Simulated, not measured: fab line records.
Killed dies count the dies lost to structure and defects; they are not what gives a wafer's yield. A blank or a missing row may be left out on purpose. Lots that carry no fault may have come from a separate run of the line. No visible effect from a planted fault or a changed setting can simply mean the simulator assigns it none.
Chamber matching | flow nand-harc | 4 sister chambers for NHARC_A_CONTACT_ALD_18 on ald-metal-03
The step deposits TiN, target thk 3 nm, pulse time 1 s, ald cycles 150. 4 wafers are shown with their chamber, then 11 later ones without.

WAFERS WITH THEIR CHAMBER
wafer  | chamber | heater-power-w (W)
L085.5 | 3       | 867
L092.1 | 0       | 1135
L092.4 | 1       | 1041
L091.1 | 2       | 989

WAFERS WHOSE CHAMBER IS MISSING
wafer  | heater-power-w (W)
L091.3 | 883
L091.4 | 1105
L094.2 | 1101
L094.3 | 1024
L094.4 | 883
L095.3 | 870
L095.5 | 872
L095.6 | 1118
L097.1 | 963
L097.2 | 1005
L097.3 | 894

EACH ONE'S CHAMBER
wafer  | from the rows above     | in truth
L091.3 | 3                       | 3
L091.4 | can't be placed: 0 or 1 | 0
L094.2 | can't be placed: 0 or 1 | 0
L094.3 | can't be placed: 1 or 2 | 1
L094.4 | 3                       | 3
L095.3 | 3                       | 3
L095.5 | 3                       | 3
L095.6 | 0                       | 0
L097.1 | 2                       | 2
L097.2 | can't be placed: 2 or 1 | 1
L097.3 | 3                       | 3
Correct placement for 7 of the 11. Unplaceable from these rows: 4, with the true chamber sitting among the candidates in 4. Placed wrongly: 0.
How it was worked out, from the rows above alone: a wafer's distance from a chamber is the root of the sum, over the readings, of the square of ((its reading less the chamber's mean) divided by the reading's scatter). If the next closest chamber is less than 2 further off than the closest, the wafer can't be placed; otherwise it belongs to the closest. A chamber's mean is the mean of its shown wafers. The scatter: root of mean squared gap, hidden wafer to nearest shown wafer, with one shown wafer a chamber.
